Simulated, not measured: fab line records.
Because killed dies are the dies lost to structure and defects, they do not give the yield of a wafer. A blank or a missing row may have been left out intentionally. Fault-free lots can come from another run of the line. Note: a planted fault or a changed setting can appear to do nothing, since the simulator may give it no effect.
What tool caused it? | flow n5Finfet | 12 lots, 36 wafers sampled, at 2 steps of a route of 1938

== WHAT THE GAUGES SHOWED, per wafer ==
N5_BEOL_M4_INSPECT_59: inspects for defects (darkfield).
lot  | measured     | on               | rawDefectCount
L075 | day 8 04:53  | defectInspect-01 | 81 33 47
L077 | day 9 04:47  | defectInspect-02 | 55 66 62
L078 | day 9 12:23  | defectInspect-02 | 84 56 66
L081 | day 9 16:39  | defectInspect-02 | 118 108 115
L082 | day 10 06:31 | defectInspect-02 | 62 83 79
L085 | day 10 16:02 | defectInspect-01 | 56 90 59
L087 | day 11 10:17 | defectInspect-02 | 108 94 81
L089 | day 11 14:54 | defectInspect-02 | 75 116 93
L090 | day 12 01:49 | defectInspect-02 | 124 202 131
L093 | day 13 00:22 | defectInspect-01 | 82 64 95
L094 | day 13 21:20 | defectInspect-02 | 75 86 96
L097 | day 14 04:14 | defectInspect-02 | 114 63 62

== WHAT TOOL EACH LOT RAN ON (gives the tool, then ch and the chambers of the sampled wafers, and finally the start) ==
lot  | N5_BEOL_M4_ANNEAL_51
L075 | rtpAnneal-01 ch 0, day 8 03:59
L077 | rtpAnneal-01 ch 0, day 9 03:54
L078 | rtpAnneal-02 ch 0, day 9 11:30
L081 | rtpAnneal-01 ch 0, day 9 15:47
L082 | rtpAnneal-01 ch 0, day 10 05:40
L085 | rtpAnneal-01 ch 0, day 10 15:12
L087 | rtpAnneal-02 ch 0, day 11 09:27
L089 | rtpAnneal-01 ch 0, day 11 14:03
L090 | rtpAnneal-02 ch 0, day 12 00:55
L093 | rtpAnneal-01 ch 0, day 12 23:29
L094 | rtpAnneal-02 ch 0, day 13 20:27
L097 | rtpAnneal-02 ch 0, day 14 03:22
- N5_BEOL_M4_ANNEAL_51: time 90 s.

== THE ANSWER, worked out from the rows above alone ==
Rule: the lots themselves supply what counts as usual. The widest of any qualifying gaps counts: lots, ordered by their means at a reading, are off when they make up no more than a third of the lots, leave a main group of 4 or more, and stand apart from it by 3 or more times the standard deviation of that group's means. If all means in a main group match to the digits the tables above print for the reading, that group is not used. Also off: a lot with no number at a reading for which 4 or more lots have one. Where the step has rows for the other lots, those lots are counted as sound.
None of the lots is off at any reading shown; this tells nothing.

== WHAT THE SIMULATOR HAD PUT IN ==
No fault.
